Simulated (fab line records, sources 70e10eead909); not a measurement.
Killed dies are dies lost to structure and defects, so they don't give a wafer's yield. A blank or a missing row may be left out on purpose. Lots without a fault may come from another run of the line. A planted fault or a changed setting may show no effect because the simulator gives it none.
Chamber matching | flow nand_harc | NHARC_A_M1_PRE_CLEAN_32 on pecvd-03: 3 sister chambers
The step time 12 s. 3 wafers are shown with their chamber, then 9 later ones without.

WAFERS WITH THEIR CHAMBER
wafer  | chamber | heater_power_w (W)
L082.5 | 2       | 706
L085.4 | 1       | 675
L085.6 | 0       | 682

WAFERS WITHOUT THEIR CHAMBER
wafer  | heater_power_w (W)
L093.2 | 596
L093.3 | 643
L093.4 | 667
L092.1 | 620
L092.2 | 683
L092.4 | 717
L091.1 | 631
L091.3 | 664
L091.4 | 623

WHICH CHAMBER EACH WENT THROUGH
wafer  | from the rows above          | in truth
L093.2 | can't be placed: 1 or 0 or 2 | 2
L093.3 | can't be placed: 1 or 0 or 2 | 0
L093.4 | can't be placed: 1 or 0 or 2 | 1
L092.1 | can't be placed: 1 or 0 or 2 | 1
L092.2 | can't be placed: 0 or 1 or 2 | 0
L092.4 | can't be placed: 2 or 0 or 1 | 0
L091.1 | can't be placed: 1 or 0 or 2 | 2
L091.3 | can't be placed: 1 or 0 or 2 | 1
L091.4 | can't be placed: 1 or 0 or 2 | 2
Placed correctly: 0 of 9. Can't be placed from these rows: 9 (the true chamber is among the candidates in 9). Placed wrongly: 0.
How it was worked out, from the rows above alone: a wafer's distance from a chamber is the root of the sum, over the readings, of the square of ((its reading less the chamber's mean) divided by the reading's scatter). The wafer belongs to the nearest chamber; if the next one is less than 2 further off, it can't be placed. A chamber's mean is the mean of its shown wafers. The scatter: with one shown wafer a chamber, the root of the mean of the squares of how far each hidden wafer lies from its nearest shown one.
